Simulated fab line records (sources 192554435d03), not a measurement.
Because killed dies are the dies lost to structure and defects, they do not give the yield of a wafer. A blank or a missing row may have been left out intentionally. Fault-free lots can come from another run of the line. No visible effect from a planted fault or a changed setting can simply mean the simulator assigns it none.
Matching of chambers    flow n5-finfet    4 sister chambers for N5_BEOL_M14_DESCUM_33 on rie-diel-02
The step chemistry O2, time 7.9 s. 16 wafers are shown with their chamber, then 8 later ones without.

WAFERS WITH THEIR CHAMBER
wafer   chamber  drypump-motor-current-A (A)  showerhead-plenum-p-Torr (Torr)  throttle-valve-pct (%)
L074.2  1        6.0                          2.15                             20.6
L074.5  3        5.8                          2.09                             20.2
L074.6  2        5.3                          2.24                             20.1
L081.3  3        5.8                          2.09                             20.2
L081.4  0        5.7                          2.03                             20.1
L081.5  3        5.8                          2.09                             20.2
L086.2  2        5.3                          2.23                             20.2
L086.4  3        5.8                          2.08                             20.2
L086.5  3        5.8                          2.08                             20.2
L087.1  1        6.0                          2.14                             20.3
L087.4  2        5.4                          2.23                             20.2
L087.5  2        5.4                          2.23                             20.2
L088.1  2        5.3                          2.22                             20.2
L088.2  0        5.7                          2.02                             20.2
L088.3  3        5.8                          2.08                             20.2
L088.4  1        6.0                          2.14                             20.3

SIGNATURES (means of the wafers above)
reading                   chamber 0  chamber 1  chamber 2  chamber 3  scatter within a chamber
drypump-motor-current-A   5.700      6.000      5.340      5.800      0.0316
showerhead-plenum-p-Torr  2.0250     2.1433     2.2300     2.0850     0.00624
throttle-valve-pct        20.150     20.400     20.180     20.200     0.078
Rule: for each reading, subtract the chamber's mean from the wafer's reading, divide by that reading's scatter and square the result; add these up over the readings and take the root, which gives the wafer's distance from the chamber. The wafer belongs to the nearest chamber; if the next one is less than 2 further off, it can't be placed. The scatter: take each reading less its chamber's mean, square it, sum over the shown wafers, divide by the number of wafers less the number of chambers, and take the root.

WAFERS WITH NO CHAMBER GIVEN
wafer   drypump-motor-current-A (A)  showerhead-plenum-p-Torr (Torr)  throttle-valve-pct (%)
L088.5  5.8                          2.08                             20.2
L088.6  5.3                          2.22                             20.2
L090.2  5.4                          2.22                             20.2
L090.4  5.7                          2.02                             20.2
L090.5  6.0                          2.14                             20.3
L093.1  6.0                          2.14                             20.3
L093.2  5.8                          2.07                             20.2
L093.6  5.7                          2.02                             20.2

WHICH CHAMBER EACH WENT THROUGH
wafer   from the rows above  in truth
L088.5  3                    3
L088.6  2                    2
L090.2  2                    2
L090.4  0                    0
L090.5  1                    1
L093.1  1                    1
L093.2  3                    3
L093.6  0                    0
8 of 8 placed correctly. Not placeable from these rows: 0. Wrongly placed: 0.
